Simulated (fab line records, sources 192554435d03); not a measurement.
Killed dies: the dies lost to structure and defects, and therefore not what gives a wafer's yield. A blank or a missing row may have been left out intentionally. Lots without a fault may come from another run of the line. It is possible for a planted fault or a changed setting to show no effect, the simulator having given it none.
fab line records	flow n5_finfet
[record] lots = 7	wafers = 39
route steps=1938 shown BEOL_M12@1639 MIM_BOT_LITHO@1860
start_h: hours from the record's opening day to when the first of the lot's shown wafers began	wait_h: time in hours since the lot's previous step	" identical to the entry in the row above	L1.1+2: one row covering several wafers at once	- either no value or no given start	* or withheld: withheld	< > ~ a bound
route shown NAME@n: names a module that has steps shown in the file, with the first one's number in the route	usual: the fault-free wafers' mean and standard deviation	same: alike in all rows	chamber/n: place in a boat	sites: readings site by site	_std_site: their standard deviation	_edge_site: the outer-site mean with the inner-site mean subtracted	radius_mm: for every site, how far away it sits from the centre of the wafer	mask NAME#n: copy n	behind: tool/chamber where the wafer was last shaped	hold: what put the lot on hold/how long, in hours/how the hold closed	device: names the non-switching transistor (n, p or np)	end of line: tests run on the same wafers once the route is complete	for a step that has no rows: nothing shown but its recipe	killed: the dies lost at the first sort to structure and to defects; this is not the yield of the wafer	map: dies across one wafer; x = killed, . = not, _ = none there
set.NAME: setting as actually run; set.NAME@STEP: the setting as run at that earlier step	model.NAME: the simulator's own value behind a step, which no gauge read
lots run with intentionally changed settings; tables by step, rows by wafer
[[steps]]
[step N5_BEOL_M12_TRENCH_ETCH_34]
[recipe] chemistry = C4F8/O2/Ar	target = SiOC	target_depth_a = 3189.5	mask_material = SOC	pressure_mtorr = 30	source_w = 3000	bias_w = 700	Ar_flow_sccm = 400	C4F8_flow_sccm = 15	O2_flow_sccm = 8	he_inner_torr = 15	he_outer_torr = 30	time_s = 125.5	ion_energy_ev = 250
lot.wafer	tool	chamber	start_h	wait_h	set.time_s	model.etch.depth_nm
L074.1	rie_diel-04	0	220.53	0.0	198.3	506.3
L074.2	"	2	"	"	198.3	498.1
L074.3	"	1	"	"	198.3	508.1
L074.4	"	3	"	"	125.5	320.8
L074.5	"	1	"	"	125.5	321.9
L074.6	"	0	"	"	125.5	323.2
L076.1	rie_diel-03	2	226.64	0.0	183.1	450
L076.2	"	1	"	"	125.5	316.5
L076.3	"	3	"	"	125.5	315.4
L076.4	"	2	"	"	183.1	453
L076.5	"	3	"	"	125.5	319.1
L076.6	"	1	"	"	183.1	462.8
L078.1	rie_diel-02	3	236.82	0.0	125.5	322.1
L078.2	"	0	"	"	125.5	324.5
L078.3	"	2	"	"	125.5	327.7
L078.4	"	1	"	"	154.5	392.1
L078.5	"	1	"	"	154.5	392.4
L078.6	"	0	"	"	154.5	397.5
L095.1	rie_diel-02	1	357.36	0.0	125.5	321
L095.2	"	0	"	"	152.3	386.2
L095.3	"	3	"	"	152.3	388
L095.4	"	2	"	"	125.5	324.8
L095.5	"	0	"	"	125.5	319.6
L095.6	"	3	"	"	152.3	384.6
L092.1	rie_diel-02	1	375.82	0.0	174.3	444.5
L092.2	"	2	"	"	125.5	322.6
L092.3	"	3	"	"	125.5	317.1
L092.4	"	1	"	"	125.5	319.4
L092.5	"	2	"	"	174.3	455.5
L092.6	"	3	"	"	174.3	442.5
L086.1	rie_diel-03	3	406.44	0.0	84.15	208.8
L086.2	"	0	"	"	125.5	320.4
L086.3	"	1	"	"	84.15	210
L086.4	"	3	"	"	125.5	312.8
L086.5	"	0	"	"	125.5	321.6
L086.6	"	1	"	"	84.15	211.3
L097.1	rie_diel-03	1	407.31	0.0	125.5	313.6
L097.3	"	3	"	"	125.5	315.2
L097.6	"	0	"	"	125.5	324.6
[step N5_BEOL_M12_STRIP_70]
[recipe] chemistry = C4F8/O2/Ar	resist = SiARC	rf_frequency_hz = 6e+07
[step N5_BEOL_M12_OCD_MEAS_35]
[usual] trench_depth_nm = 319/4.1
lot.wafer	tool	chamber	start_h	wait_h	set.time_s@BEOL_M12_TRENCH_ETCH_34	trench_depth_nm
L074.1	ocd-01	-	220.68	0.0	198.3	507
L074.2	"	-	"	"	198.3	498
L074.3	"	-	"	"	198.3	508
L074.4	"	-	"	"	125.5	320
L074.5	"	-	"	"	125.5	322
L074.6	"	-	"	"	125.5	323
L076.1	ocd-02	-	226.79	0.0	183.1	450
L076.2	"	-	"	"	125.5	316
L076.3	"	-	"	"	125.5	316
L076.4	"	-	"	"	183.1	453
L076.5	"	-	"	"	125.5	320
L076.6	"	-	"	"	183.1	462
L078.1	ocd-01	-	236.97	0.0	125.5	322
L078.2	"	-	"	"	125.5	324
L078.3	"	-	"	"	125.5	328
L078.4	"	-	"	"	154.5	392
L078.5	"	-	"	"	154.5	392
L078.6	"	-	"	"	154.5	398
L095.1	ocd-02	-	357.52	0.0	125.5	321
L095.2	"	-	"	"	152.3	386
L095.3	"	-	"	"	152.3	388
L095.4	"	-	"	"	125.5	325
L095.5	"	-	"	"	125.5	320
L095.6	"	-	"	"	152.3	385
L092.1	ocd-02	-	375.97	0.0	174.3	445
L092.2	"	-	"	"	125.5	323
L092.3	"	-	"	"	125.5	317
L092.4	"	-	"	"	125.5	320
L092.5	"	-	"	"	174.3	455
L092.6	"	-	"	"	174.3	443
L086.1	ocd-01	-	406.59	0.0	84.15	209
L086.2	"	-	"	"	125.5	321
L086.3	"	-	"	"	84.15	211
L086.4	"	-	"	"	125.5	313
L086.5	"	-	"	"	125.5	321
L086.6	"	-	"	"	84.15	211
L097.1	ocd-01	-	407.47	0.0	125.5	314
L097.3	"	-	"	"	125.5	316
L097.6	"	-	"	"	125.5	324
[step N5_BEOL_M12_STRIP_37]
[recipe] chemistry = N2/H2	power_w = 1000	temp_c = 250	h2_frac = 0.65	overash_fraction = 0.3	pressure_mtorr = withheld	n2_flow_sccm = 1750	h2_flow_sccm = 3250
[step N5_BEOL_M12_ETCH_38]
[recipe] chemistry = CF4/N2	target = SiCN	target_depth_a = 687	taper_deg = 2	time_s = 73.4	ion_energy_ev = 150	mask_material = SiO2	pressure_mtorr = 40	source_w = 430	bias_w = 70	Ar_flow_sccm = 100	cf4_flow_sccm = 60	n2_flow_sccm = 60
[step N5_BEOL_M12_ECD_47]
[recipe] material = Cu	target_thk_a = 7200
[step N5_BEOL_M12_ANNEAL_48]
[recipe] temp_c = 225	time_s = 90	ambient = N2
[step N5_BEOL_M12_CMP_49]
[recipe] stop_on = SiOC	t_overpolish_s = 20.6	down_force_psi = 1	platen_rpm = 50	clearing_platen_down_force_psi = 1.5	clearing_platen_rpm = 50	post_cmp_clean = cu_alkaline	target_thk_nm = 320	clearing_platen_pad_velocity_m_s = 0.99484	pad_velocity_m_s = 0.99484
lot.wafer	tool	chamber	start_h	wait_h	set.time_s@BEOL_M12_TRENCH_ETCH_34	model.Cu_of_BEOL_M12_ECD_47.thk_nm
L074.3+1	cmp-02	0,2	222.15	0.2	198.3	508.4
L074.2	"	1	"	"	198.3	500.2
L074.4	"	3	"	"	125.5	321.4
L074.5	"	0	"	"	125.5	322.4
L074.6	"	1	"	"	125.5	324.8
L076.3	cmp-02	2	228.06	0.3	125.5	314.8
L076.2	"	3	"	"	125.5	316.4
L076.4	"	0	"	"	183.1	453
L076.1	"	1	"	"	183.1	451.2
L076.6	"	2	"	"	183.1	462.6
L076.5	"	3	"	"	125.5	318.4
L078.2	cmp-04	2	238.31	0.2	125.5	327.2
L078.3	"	3	"	"	125.5	329.4
L078.1	"	0	"	"	125.5	323.2
L078.4	"	1	"	"	154.5	394.4
L078.5	"	2	"	"	154.5	396.2
L078.6	"	3	"	"	154.5	399.6
L095.1	cmp-04	1	359.32	0.3	125.5	321.4
L095.2+3	"	2,3	"	"	152.3	388.4
L095.4	"	0	"	"	125.5	325
L095.5	"	1	"	"	125.5	320.8
L095.6	"	2	"	"	152.3	386
L092.3	cmp-03	3	380.77	0.2	125.5	318.8
L092.4	"	0	"	"	125.5	320.8
L092.1+6	"	1,0	"	"	174.3	444.4
L092.2	"	2	"	"	125.5	322.4
L092.5	"	3	"	"	174.3	456.6
L097.1	cmp-02	2	411.73	0.3	125.5	316.8
L097.3	"	3	"	"	125.5	316.2
L097.6	"	1	"	"	125.5	327
L086.3	cmp-03	3	412.39	0.2	84.15	211.6
L086.2	"	0	"	"	125.5	321.4
L086.4	"	1	"	"	125.5	312.6
L086.1	"	2	"	"	84.15	209
L086.6	"	3	"	"	84.15	213
L086.5	"	0	"	"	125.5	322.6
[step N5_BEOL_M12_THK_MEAS_50]
[recipe] thk_meas_gauge = xrf	reads = Cu_of_BEOL_M12_ECD_47
[usual] M12_THK = 322/4.5
lot.wafer	tool	chamber	start_h	wait_h	set.time_s@BEOL_M12_TRENCH_ETCH_34	M12_THK[nm]
L074.1	film_metro-01	-	222.44	-	198.3	505
L074.2	"	-	"	"	198.3	495
L074.3	"	-	"	"	198.3	508
L074.4	"	-	"	"	125.5	319
L074.5	"	-	"	"	125.5	319
L074.6	"	-	"	"	125.5	323
L076.1	film_metro-01	-	228.35	-	183.1	451
L076.2	"	-	"	"	125.5	317
L076.3	"	-	"	"	125.5	315
L076.4	"	-	"	"	183.1	451
L076.5	"	-	"	"	125.5	317
L076.6	"	-	"	"	183.1	465
L078.1	film_metro-01	-	238.61	-	125.5	324
L078.2	"	-	"	"	125.5	328
L078.3	"	-	"	"	125.5	329
L078.4	"	-	"	"	154.5	396
L078.5	"	-	"	"	154.5	397
L078.6	"	-	"	"	154.5	399
L095.1	film_metro-01	-	359.62	-	125.5	325
L095.2	"	-	"	"	152.3	392
L095.3	"	-	"	"	152.3	392
L095.4	"	-	"	"	125.5	330
L095.5	"	-	"	"	125.5	325
L095.6	"	-	"	"	152.3	391
L092.1	film_metro-02	-	381.07	-	174.3	452
L092.2	"	-	"	"	125.5	326
L092.3	"	-	"	"	125.5	323
L092.4	"	-	"	"	125.5	324
L092.5	"	-	"	"	174.3	462
L092.6	"	-	"	"	174.3	451
L097.1	film_metro-02	-	411.95	-	125.5	318
L097.3	"	-	"	"	125.5	320
L097.6	"	-	"	"	125.5	329
L086.1	film_metro-01	-	412.69	-	84.15	210
L086.2	"	-	"	"	125.5	322
L086.3	"	-	"	"	84.15	213
L086.4	"	-	"	"	125.5	314
L086.5	"	-	"	"	125.5	325
L086.6	"	-	"	"	84.15	214
[step N5_BEOL_M12_PRE_CLEAN_52]
[recipe] gas = NH3	time_s = 15	temp_c = withheld	rf_power_w = 300
[step N5_BEOL_M12_DEP_53]
[recipe] material = SiCN	target_thk_a = 300	temp_c = withheld	precursor = 3MS/NH3	pressure_torr = 3	rf_w = 675	time_s = 10.5
[step N5_BEOL_M12_RS_MEAS_54]
[recipe] thk_meas_gauge = four-point-probe	reads = Cu_of_BEOL_M12_ECD_47+Ta_of_BEOL_M12_SPUTTER_44+TaN_of_BEOL_M12_SPUTTER_43
[usual] M12_RS = 0.0599/0.00087
lot.wafer	tool	chamber	start_h	wait_h	set.time_s@BEOL_M12_TRENCH_ETCH_34	M12_RS[ohm/sq]
L074.1	film_metro-02	-	222.57	0.0	198.3	0.0371
L074.2	"	-	"	"	198.3	0.0378
L074.3	"	-	"	"	198.3	0.0372
L074.4	"	-	"	"	125.5	0.0597
L074.5	"	-	"	"	125.5	0.0594
L074.6	"	-	"	"	125.5	0.0590
L076.1	film_metro-02	-	228.47	0.0	183.1	0.0420
L076.2	"	-	"	"	125.5	0.0607
L076.3	"	-	"	"	125.5	0.0610
L076.4	"	-	"	"	183.1	0.0418
L076.5	"	-	"	"	125.5	0.0603
L076.6	"	-	"	"	183.1	0.0409
L078.1	film_metro-02	-	238.76	0.1	125.5	0.0593
L078.2	"	-	"	"	125.5	0.0585
L078.3	"	-	"	"	125.5	0.0583
L078.4	"	-	"	"	154.5	0.0483
L078.5	"	-	"	"	154.5	0.0481
L078.6	"	-	"	"	154.5	0.0476
L095.1	film_metro-01	-	359.77	0.1	125.5	0.0597
L095.2	"	-	"	"	152.3	0.0491
L095.3	"	-	"	"	152.3	0.0489
L095.4	"	-	"	"	125.5	0.0590
L095.5	"	-	"	"	125.5	0.0598
L095.6	"	-	"	"	152.3	0.0494
L092.1	film_metro-02	-	381.23	0.1	174.3	0.0426
L092.2	"	-	"	"	125.5	0.0595
L092.3	"	-	"	"	125.5	0.0602
L092.4	"	-	"	"	125.5	0.0599
L092.5	"	-	"	"	174.3	0.0414
L092.6	"	-	"	"	174.3	0.0427
L097.1	film_metro-01	-	412.08	0.0	125.5	0.0604
L097.3	"	-	"	"	125.5	0.0607
L097.6	"	-	"	"	125.5	0.0585
L086.1	film_metro-01	-	412.81	0.0	84.15	0.0941
L086.2	"	-	"	"	125.5	0.0598
L086.3	"	-	"	"	84.15	0.0929
L086.4	"	-	"	"	125.5	0.0615
L086.5	"	-	"	"	125.5	0.0594
L086.6	"	-	"	"	84.15	0.0921
[step N5_MIM_BOT_LITHO_DEVELOP_07]
[recipe] develop_time_s = 60	rinse_liquid = diw	dry = air_spin	dev_temp_c = 21
lot.wafer	tool	chamber	start_h	wait_h	set.develop_time_s
L074.1+4+6	litho_track-05	0	-	-	60
L074.2+3+5	"	0	"	"	46.36
L076.1+3+6	litho_track-03	0	-	-	30
L076.2+4+5	"	0	"	"	60
L078.1+2+4	litho_track-03	0	-	-	60
L078.3+5+6	"	0	"	"	36.16
L095.1+2+3+4+5+6	litho_track-05	0	-	-	60
L092.1+2+6	litho_track-05	0	-	-	60
L092.3+4+5	"	0	"	"	83.37
L086.1+2+3+4+5+6	litho_track-05	0	-	-	60
L097.1+3+6	litho_track-05	0	-	-	60
[step N5_MIM_BOT_LITHO_HARDBAKE_09]
[recipe] temp_c = 130	time_s = 120
[step N5_MIM_BOT_LITHO_CD_MEAS_08]
[recipe] target_cd_nm = 3000	landing_energy_ev = 500	detector = se_inlens	polarity = opening
[usual] cd_nm = 3000.1/1.9
lot.wafer	tool	chamber	start_h	wait_h	set.develop_time_s@MIM_BOT_LITHO_DEVELOP_07	cd_nm
L074.1	cd_sem-01	0	239.85	-	60	2997.7
L074.2	"	0	"	"	46.36	2992.3
L074.3	"	0	"	"	46.36	2993.7
L074.4	"	0	"	"	60	2994.5
L074.5	"	0	"	"	46.36	2990.0
L074.6	"	0	"	"	60	2998.6
L076.1	cd_sem-03	0	245.64	-	30	2985.5
L076.2	"	0	"	"	60	2999.3
L076.3	"	0	"	"	30	2987.2
L076.4	"	0	"	"	60	3001.4
L076.5	"	0	"	"	60	2998.1
L076.6	"	0	"	"	30	2986.3
L078.1	cd_sem-03	0	256.87	-	60	3002.3
L078.2	"	0	"	"	60	3002.1
L078.3	"	0	"	"	36.16	2989.7
L078.4	"	0	"	"	60	3001.0
L078.5	"	0	"	"	36.16	2991.9
L078.6	"	0	"	"	36.16	2992.6
L095.1	cd_sem-02	0	383.53	-	60	2998.1
L095.2	"	0	"	"	60	2999.9
L095.3	"	0	"	"	60	2996.9
L095.4	"	0	"	"	60	2997.8
L095.5	"	0	"	"	60	2998.9
L095.6	"	0	"	"	60	2999.4
L092.1	cd_sem-02	0	409.60	-	60	2999.5
L092.2	"	0	"	"	60	3000.0
L092.3	"	0	"	"	83.37	3005.5
L092.4	"	0	"	"	83.37	3006.9
L092.5	"	0	"	"	83.37	3008.8
L092.6	"	0	"	"	60	2998.5
L086.1	cd_sem-02	0	433.27	-	60	2998.6
L086.2	"	0	"	"	60	2999.8
L086.3	"	0	"	"	60	3000.6
L086.4	"	0	"	"	60	2999.6
L086.5	"	0	"	"	60	2999.4
L086.6	"	0	"	"	60	3000.2
L097.1	cd_sem-03	0	437.49	-	60	2997.7
L097.3	"	0	"	"	60	2998.5
L097.6	"	0	"	"	60	2998.7
[[key]]
[split] step = N5_BEOL_M12_TRENCH_ETCH_34	setting = time_s	stated = 125.5	by = wafer
[response] step = N5_BEOL_M12_TRENCH_ETCH_34	reading = model.etch.depth_nm	change = +3.14	per = 1%	r = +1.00
[response] step = N5_BEOL_M12_OCD_MEAS_35	reading = trench_depth_nm	change = +3.14	per = 1%	r = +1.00
[response] step = N5_BEOL_M12_CMP_49	reading = model.Cu_of_BEOL_M12_ECD_47.thk_nm	change = +3.15	per = 1%	r = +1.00
[response] step = N5_BEOL_M12_THK_MEAS_50	reading = M12_THK	change = +3.16	per = 1%	r = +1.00
[response] step = N5_BEOL_M12_RS_MEAS_54	reading = M12_RS	shape = bent	at_lowest = 0.0930	at_stated = 0.0598	at_highest = 0.0374
[split] step = N5_MIM_BOT_LITHO_DEVELOP_07	setting = develop_time_s	stated = 60	by = wafer
[response] step = N5_MIM_BOT_LITHO_CD_MEAS_08	reading = cd_nm	change = +0.244	per = 1%	r = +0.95
